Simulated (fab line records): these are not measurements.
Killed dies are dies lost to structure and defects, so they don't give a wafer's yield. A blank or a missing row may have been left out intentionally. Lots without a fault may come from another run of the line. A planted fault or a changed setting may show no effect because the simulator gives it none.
Which tool was responsible? -- flow nand-harc -- 12 lots with 36 wafers sampled at 3 steps, on a route of 1302 steps

== WHAT THE GAUGES SHOWED, per wafer ==
NHARC_A_CHANNEL_HOLE_D1_OVL_MEAS_11.
lot,measured,on,overlay-x-nm (nm),overlay-y-nm (nm)
L294,day 8 13:52,overlay-01,-0.3 -0.6 0.0,-0.8 -0.8 -1.1
L296,day 9 08:47,overlay-02,-0.8 -0.6 -0.8,0.4 -0.1 0.0
L297,day 9 13:55,overlay-01,-0.8 -0.9 -0.5,0.4 0.3 0.4
L298,day 9 20:49,overlay-02,0.5 0.5 0.4,0.6 0.4 1.2
L299,day 10 11:31,overlay-01,0.4 0.5 0.6,-0.5 -0.4 -0.7
L307,day 14 13:53,overlay-01,3.8 3.6 4.1,-0.8 -1.1 -0.6
L308,day 14 14:02,overlay-02,-0.7 0.5 0.1,-1.2 -0.3 -0.6
L311,day 15 09:37,overlay-02,0.1 0.1 -0.3,0.5 0.6 0.7
L312,day 16 00:14,overlay-02,-0.6 -0.6 -0.6,0.9 0.8 0.3
L313,day 16 03:54,overlay-02,0.9 0.2 1.1,0.5 1.2 1.0
L314,day 16 21:36,overlay-01,0.8 0.8 0.7,0.7 0.6 1.0
L317,day 17 17:40,overlay-02,-0.9 -1.2 -0.7,0.3 0.1 0.1

NHARC_A_CHANNEL_HOLE_D1_INSPECT_12.
lot,measured,on,raw-defect-count
L294,day 8 13:54,defect-inspect-02,1 6 7
L296,day 9 08:50,defect-inspect-01,3 4 2
L297,day 9 13:58,defect-inspect-02,5 6 4
L298,day 9 20:51,defect-inspect-02,4 8 5
L299,day 10 11:34,defect-inspect-02,8 8 0
L307,day 14 13:55,defect-inspect-01,5 7 12
L308,day 14 14:04,defect-inspect-02,1 3 2
L311,day 15 09:39,defect-inspect-02,8 3 2
L312,day 16 00:17,defect-inspect-01,2 4 4
L313,day 16 03:56,defect-inspect-02,11 1 8
L314,day 16 21:38,defect-inspect-02,3 0 5
L317,day 17 17:43,defect-inspect-01,13 14 8

== WHAT TOOL EACH LOT RAN ON (gives the tool, then ch and the chambers of the sampled wafers, and finally the start) ==
lot,NHARC_A_CHANNEL_HOLE_D1_EXPOSE_07
L294,"arfi-scanner-03 ch 0, day 8 13:38"
L296,"arfi-scanner-01 ch 0, day 9 08:34"
L297,"arfi-scanner-02 ch 0, day 9 13:42"
L298,"arfi-scanner-02 ch 0, day 9 20:35"
L299,"arfi-scanner-03 ch 0, day 10 11:18"
L307,"arfi-scanner-03 ch 0, day 14 13:40"
L308,"arfi-scanner-02 ch 0, day 14 13:48"
L311,"arfi-scanner-02 ch 0, day 15 09:23"
L312,"arfi-scanner-01 ch 0, day 16 00:01"
L313,"arfi-scanner-01 ch 0, day 16 03:41"
L314,"arfi-scanner-02 ch 0, day 16 21:22"
L317,"arfi-scanner-02 ch 0, day 17 17:26"
- NHARC_A_CHANNEL_HOLE_D1_EXPOSE_07: exposes mask HOLE D1, target cd 100 nm.

== AS READ BY THE TOOLS THEMSELVES (means over the sampled wafers that have a number; for cases with no such wafer, the mark the record gives instead) ==
The record holds no such reading with a usual standard deviation.

== THE ANSWER, worked out from the rows above alone ==
Rule: the usual values come from the lots themselves. Put in order of their means at a reading, lots are off if they are a third of the lots or fewer, leave a main group of 4 or more, and stand apart from it by a gap of 3 or more times the standard deviation of the main group's means; of several such gaps the widest counts. The tables above print the reading to a certain number of digits; a main group whose means all agree to those digits is not used. A lot without any number at a reading at which 4 lots or more have one is off too. The other lots that the step has rows for count as sound. After the gauges, taken in route order, come the tools' own readings; for these a lot's mean is taken, as printed above. The first step at which some lot is off is used, and at that step the reading that is off furthest; a lot without a number counts as furthest.
Off: L307 (NHARC_A_CHANNEL_HOLE_D1_OVL_MEAS_11, overlay-x-nm). Main group: mean -0.1 nm, sd 0.6.
A tool fits if, at a process step before that reading, it ran every lot that is off, and no sound lot after the first of them. Gauges at NHARC_A_CHANNEL_HOLE_D1_OVL_MEAS_11: tried the same way as those tools. One fits: arfi-scanner-03 at NHARC_A_CHANNEL_HOLE_D1_EXPOSE_07. A fault onset in the window from L299 (day 10 11:18, its last sound lot) to L307 (day 14 13:40, its first lot off) fits.

== WHAT HAD BEEN PUT IN BY THE SIMULATOR ==
Scanner matching overlay: arfi-scanner-03, from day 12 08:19 on, at NHARC_A_CHANNEL_HOLE_D1_EXPOSE_07. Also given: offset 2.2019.
Struck lots among those shown: L307. The rule above reached the same finding.
